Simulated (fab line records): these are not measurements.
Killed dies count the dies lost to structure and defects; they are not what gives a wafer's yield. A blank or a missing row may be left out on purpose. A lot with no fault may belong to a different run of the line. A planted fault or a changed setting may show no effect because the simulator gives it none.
What tool caused it? ; flow nand_harc ; 13 lots, 39 wafers sampled, at 2 steps of a route of 1302

== WHAT THE GAUGES READ, wafer by wafer ==
NHARC_P_GATE_CD_MEAS_91 targets a cd of 2000 nm. Usual: cd_nm at 1999.6 nm, with a standard deviation of 1.6.
lot;measured;on;cd_nm (nm);flag
L211;day 5 21:06;cd_sem-02;1996.9 1996.9 1999.6;
L212;day 6 03:53;cd_sem-01;2000.7 2001.8 1999.6;
L213;day 6 13:57;cd_sem-02;1997.3 1997.8 1999.1;
L214;day 7 03:14;cd_sem-01;1998.3 2002.9 2002.2;
L217;day 8 04:58;cd_sem-01;1998.9 1999.8 1999.6;
L218;day 8 10:08;cd_sem-02;1998.6 1997.4 1998.6;
L220;day 9 12:37;cd_sem-01;1996.0 1996.1 1997.4;
L225;day 11 15:44;cd_sem-03;1999.2 2001.1 2000.3;
L227;day 12 16:50;cd_sem-03;1997.6 1996.4 2001.5;
L229;day 13 14:56;cd_sem-01;1997.9 1998.3 1999.2;
L230;day 13 20:07;cd_sem-01;1999.0 2000.9 2000.6;
L232;day 14 14:31;cd_sem-03;1999.9 2001.4 1999.8;
L234;day 15 04:32;cd_sem-03;1999.5 1999.2 1998.7;

== EACH LOT AND THE TOOL THAT RAN IT (in order: tool; ch and the chambers of the sampled wafers; start) ==
lot;NHARC_P_GATE_DESCUM_61
L211;rie_diel-09 ch 0,3, day 5 19:33
L212;rie_diel-09 ch 1,3, day 6 02:22
L213;rie_diel-09 ch 0,1,2, day 6 12:32
L214;rie_diel-10 ch 0,1,2, day 7 01:40
L217;rie_diel-09 ch 0,1, day 8 03:09
L218;rie_diel-13 ch 1,3, day 8 08:43
L220;rie_diel-10 ch 1,2, day 9 11:03
L225;rie_diel-13 ch 0,2, day 11 14:11
L227;rie_diel-10 ch 0,1,2, day 12 15:14
L229;rie_diel-13 ch 0,2,3, day 13 13:24
L230;rie_diel-09 ch 0,2,3, day 13 18:44
L232;rie_diel-13 ch 1,2,3, day 14 12:56
L234;rie_diel-09 ch 1,2,3, day 15 02:59
- NHARC_P_GATE_DESCUM_61: chemistry O2, time 3 s.

== WHAT THE TOOLS THEMSELVES READ (means of the sampled wafers that have a number; where no wafer has one, the mark that the record gives instead) ==
NHARC_P_GATE_DESCUM_61. Usual: drypump_motor_current_A 5.8 A, standard deviation 0.42; oes_product_au 0.998 a.u., standard deviation 0.009; rf_vpp_V 57.8 V, standard deviation 0.81; showerhead_plenum_p_Torr 1.93 Torr, standard deviation 0.06; throttle_valve_pct 11.310 %, standard deviation 0.0086.
lot;tool;drypump_motor_current_A (A);oes_product_au (a.u.);rf_vpp_V (V);showerhead_plenum_p_Torr (Torr);throttle_valve_pct (%);flag
L211;rie_diel-09;5.8;0.999;58.6;2.00;11.309;
L212;rie_diel-09;5.8;1.014;57.8;1.85;11.314;
L213;rie_diel-09;6.0;0.997;58.1;1.93;11.319;
L214;rie_diel-10;5.9;0.997;57.7;1.93;11.302;
L217;rie_diel-09;6.0;0.991;58.1;1.88;11.316;
L218;rie_diel-13;5.4;0.999;57.7;1.92;11.312;
L220;rie_diel-10;5.7;1.002;57.8;1.90;11.313;
L225;rie_diel-13;5.5;0.999;57.8;1.93;11.313;
L227;rie_diel-10;5.9;0.998;57.3;1.93;11.316;
L229;rie_diel-13;5.7;0.997;57.3;1.93;11.312;
L230;rie_diel-09;5.9;0.995;58.2;1.97;11.307;
L232;rie_diel-13;5.7;1.005;57.4;1.92;11.314;
L234;rie_diel-09;6.0;0.996;57.0;1.90;11.313;

== THE ANSWER, worked out from the rows above alone ==
Rule: take the mean of a lot's wafers that have a number; if it is more than 3 standard deviations from the usual mean, the lot is off. A lot without any number at a reading at which 4 lots or more have one is off too. All remaining lots with rows at the step are treated as sound. Order of review: gauges by route order, followed by the tools' own readings, for which a lot's mean as printed above is used. At the first step where some lot is off, the reading lying furthest off is the one used; lots without a number count as furthest.
No lot is off on any of the readings shown, so nothing can be concluded from this.

== WHAT HAD BEEN PUT IN BY THE SIMULATOR ==
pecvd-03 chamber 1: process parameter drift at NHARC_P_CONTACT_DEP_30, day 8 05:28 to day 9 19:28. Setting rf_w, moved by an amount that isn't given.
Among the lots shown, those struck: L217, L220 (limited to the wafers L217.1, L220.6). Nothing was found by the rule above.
